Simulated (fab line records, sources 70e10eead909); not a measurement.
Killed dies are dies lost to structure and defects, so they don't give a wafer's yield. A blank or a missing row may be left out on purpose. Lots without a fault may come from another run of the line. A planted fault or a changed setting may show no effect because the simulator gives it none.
Chamber matching | flow nand_harc | NHARC_P_STI_ETCH_42 on rie_diel-09: 4 sister chambers
The step etches the open film in N2/H2, target depth 80 nm, overetch 24 nm, time 61 s. 20 wafers are shown with their chamber, then 10 later ones without.

WAFERS WITH THEIR CHAMBER
wafer  | chamber | drypump_motor_current_A (A) | showerhead_plenum_p_Torr (Torr) | rf_vpp_V (V)
L074.1 | 1       | 6.5                         | 2.12                            | 431.6
L074.3 | 2       | 6.2                         | 2.17                            | 432.2
L074.6 | 1       | 6.6                         | 2.12                            | 432.2
L075.3 | 2       | 6.2                         | 2.17                            | 434.3
L075.4 | 0       | 5.3                         | 2.14                            | 432.3
L075.5 | 3       | 5.5                         | 2.17                            | 433.5
L077.3 | 1       | 6.6                         | 2.12                            | 432.3
L077.5 | 2       | 6.2                         | 2.17                            | 434.8
L077.6 | 1       | 6.6                         | 2.12                            | 432.9
L086.2 | 3       | 5.5                         | 2.16                            | 433.0
L086.3 | 1       | 6.5                         | 2.12                            | 431.3
L086.4 | 2       | 6.2                         | 2.16                            | 433.2
L088.1 | 0       | 5.3                         | 2.13                            | 432.7
L088.2 | 2       | 6.2                         | 2.16                            | 434.4
L088.6 | 3       | 5.5                         | 2.16                            | 432.1
L091.3 | 1       | 6.6                         | 2.12                            | 432.0
L091.4 | 3       | 5.5                         | 2.16                            | 433.5
L091.5 | 0       | 5.3                         | 2.13                            | 431.5
L093.4 | 1       | 6.6                         | 2.12                            | 432.3
L093.5 | 1       | 6.6                         | 2.12                            | 432.0

SIGNATURES (means of the wafers above)
reading                  | chamber 0 | chamber 1 | chamber 2 | chamber 3 | scatter within a chamber
drypump_motor_current_A  | 5.300     | 6.575     | 6.200     | 5.500     | 0.0306
showerhead_plenum_p_Torr | 2.1333    | 2.1200    | 2.1660    | 2.1625    | 0.00404
rf_vpp_V                 | 432.167   | 432.075   | 433.780   | 433.025   | 0.717
Rule: a wafer's distance from a chamber is the root of the sum, over the readings, of the square of ((its reading less the chamber's mean) divided by the reading's scatter). The wafer belongs to the nearest chamber; if the next one is less than 2 further off, it can't be placed. The scatter: the root of (the sum of the squares of (reading less its chamber's mean) over the shown wafers, divided by (wafers less chambers)).

WAFERS WITHOUT THEIR CHAMBER
wafer  | drypump_motor_current_A (A) | showerhead_plenum_p_Torr (Torr) | rf_vpp_V (V)
L093.6 | 5.3                         | 2.13                            | 432.4
L092.1 | 5.3                         | 2.13                            | 432.2
L092.4 | 5.5                         | 2.16                            | 432.7
L092.6 | 5.5                         | 2.16                            | 435.6
L092.2 | 6.2                         | 2.16                            | 435.8
L092.3 | 6.6                         | 2.12                            | 432.5
L092.5 | 5.3                         | 2.13                            | 432.1
L095.1 | 6.6                         | 2.12                            | 433.3
L095.2 | 5.5                         | 2.16                            | 433.7
L095.4 | 5.3                         | 2.13                            | 434.0

WHICH CHAMBER EACH WENT THROUGH
wafer  | from the rows above | in truth
L093.6 | 0                   | 0
L092.1 | 0                   | 0
L092.4 | 3                   | 3
L092.6 | 3                   | 3
L092.2 | 2                   | 2
L092.3 | 1                   | 1
L092.5 | 0                   | 0
L095.1 | 1                   | 1
L095.2 | 3                   | 3
L095.4 | 0                   | 0
Placed correctly: 10 of 10. Can't be placed from these rows: 0. Placed wrongly: 0.
